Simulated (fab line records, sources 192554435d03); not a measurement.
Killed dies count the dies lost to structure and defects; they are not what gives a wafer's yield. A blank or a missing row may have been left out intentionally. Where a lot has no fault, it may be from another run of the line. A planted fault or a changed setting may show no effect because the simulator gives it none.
Matching of chambers -- flow n5_finfet -- rie_diel-03 running N5_BEOL_M2_STRIP_66: 4 sister chambers
The step strips in CF4. 22 wafers are shown with their chamber, then 11 later ones without.

EACH WAFER AND ITS CHAMBER
wafer,chamber,drypump_motor_current_A (A),showerhead_plenum_p_Torr (Torr),throttle_valve_pct (%)
L075.1,3,5.9,1.72,13.49
L075.3,2,5.0,1.82,13.68
L075.4,0,5.2,1.83,13.22
L076.1,3,5.9,1.72,13.49
L076.3,2,5.0,1.82,13.69
L076.6,2,5.0,1.82,13.70
L078.2,0,5.2,1.83,13.25
L078.4,2,5.0,1.82,13.69
L078.5,1,5.5,1.86,13.71
L082.1,0,5.2,1.82,13.27
L082.3,1,5.5,1.86,13.71
L082.5,0,5.2,1.82,13.28
L085.3,1,5.5,1.86,13.74
L085.5,3,5.9,1.72,13.51
L085.6,0,5.2,1.82,13.28
L086.1,0,5.2,1.82,13.30
L086.3,3,6.0,1.72,13.54
L086.4,1,5.5,1.86,13.75
L088.1,2,5.0,1.81,13.75
L088.4,1,5.5,1.86,13.75
L088.5,1,5.5,1.86,13.76
L091.3,2,5.0,1.81,13.76

SIGNATURES, as means of the wafers listed above
reading,chamber 0,chamber 1,chamber 2,chamber 3,scatter within a chamber
drypump_motor_current_A,5.200,5.500,5.000,5.925,0.0204
showerhead_plenum_p_Torr,1.8233,1.8600,1.8167,1.7200,0.00385
throttle_valve_pct,13.2667,13.7367,13.7117,13.5075,0.0277
Rule: for a wafer and a chamber, the distance is found by dividing, reading by reading, the gap between the wafer's reading and the chamber's mean by the reading's scatter, squaring, summing and taking the root. If the next closest chamber is less than 2 further off than the closest, the wafer can't be placed; otherwise it belongs to the closest. How the scatter is found: for the shown wafers, subtract from each reading the mean of its chamber, square and add these, divide the total by (wafers less chambers), then take the root.

WAFERS WHOSE CHAMBER IS MISSING
wafer,drypump_motor_current_A (A),showerhead_plenum_p_Torr (Torr),throttle_valve_pct (%)
L091.4,5.5,1.86,13.76
L091.6,5.0,1.81,13.74
L092.3,5.9,1.71,13.56
L092.4,5.2,1.82,13.32
L092.6,5.9,1.71,13.56
L093.3,5.2,1.82,13.33
L093.4,6.0,1.71,13.57
L093.6,5.5,1.85,13.77
L096.1,6.0,1.71,13.58
L096.5,5.5,1.85,13.81
L096.6,5.0,1.80,13.80

WHICH CHAMBER EACH WENT THROUGH
wafer,from the rows above,in truth
L091.4,1,1
L091.6,2,2
L092.3,3,3
L092.4,0,0
L092.6,3,3
L093.3,0,0
L093.4,3,3
L093.6,1,1
L096.1,3,3
L096.5,1,1
L096.6,2,2
Placed correctly: 11 of 11. Number that these rows cannot place: 0. Placed wrongly: 0.
